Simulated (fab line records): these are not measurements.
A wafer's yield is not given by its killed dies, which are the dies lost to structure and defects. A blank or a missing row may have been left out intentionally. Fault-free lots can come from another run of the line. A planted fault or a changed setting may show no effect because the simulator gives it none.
Matching of chambers :: flow n5_finfet :: N5_BEOL_M1_STRIP_66 on rie_diel-02 has 4 sister chambers
The step strips in CF4. 4 wafers are shown with their chamber, then 8 later ones without.

## WAFERS, EACH WITH ITS CHAMBER
wafer: L084.2
chamber: 3
throttle_valve_pct (%): 13.7

wafer: L084.6
chamber: 1
throttle_valve_pct (%): 13.9

wafer: L091.4
chamber: 2
throttle_valve_pct (%): 13.5

wafer: L094.2
chamber: 0
throttle_valve_pct (%): 13.3

## WAFERS MISSING THEIR CHAMBER
wafer: L094.3
throttle_valve_pct (%): 13.5

wafer: L094.6
throttle_valve_pct (%): 13.5

wafer: L096.1
throttle_valve_pct (%): 13.8

wafer: L096.3
throttle_valve_pct (%): 13.3

wafer: L096.5
throttle_valve_pct (%): 13.8

wafer: L097.1
throttle_valve_pct (%): 13.6

wafer: L097.2
throttle_valve_pct (%): 13.3

wafer: L097.3
throttle_valve_pct (%): 13.9

## THE CHAMBER EACH PASSED THROUGH
wafer: L094.3
from the rows above: 2
in truth: 2

wafer: L094.6
from the rows above: 2
in truth: 2

wafer: L096.1
from the rows above: can't be placed: 1 or 3
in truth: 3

wafer: L096.3
from the rows above: 0
in truth: 0

wafer: L096.5
from the rows above: can't be placed: 1 or 3
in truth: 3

wafer: L097.1
from the rows above: can't be placed: 2 or 3
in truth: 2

wafer: L097.2
from the rows above: 0
in truth: 0

wafer: L097.3
from the rows above: 1
in truth: 1
Correctly placed: 5 of 8. Unplaceable from these rows: 3, with the true chamber sitting among the candidates in 3. 0 placed wrongly.
How it was worked out, from the rows above alone: a wafer's distance from a chamber is the root of the sum, over the readings, of the square of ((its reading less the chamber's mean) divided by the reading's scatter). The wafer belongs to the nearest chamber; if the next one is less than 2 further off, it can't be placed. For every chamber, the mean is computed from those of its wafers that are shown. The scatter: root of mean squared gap, hidden wafer to nearest shown wafer, with one shown wafer a chamber.
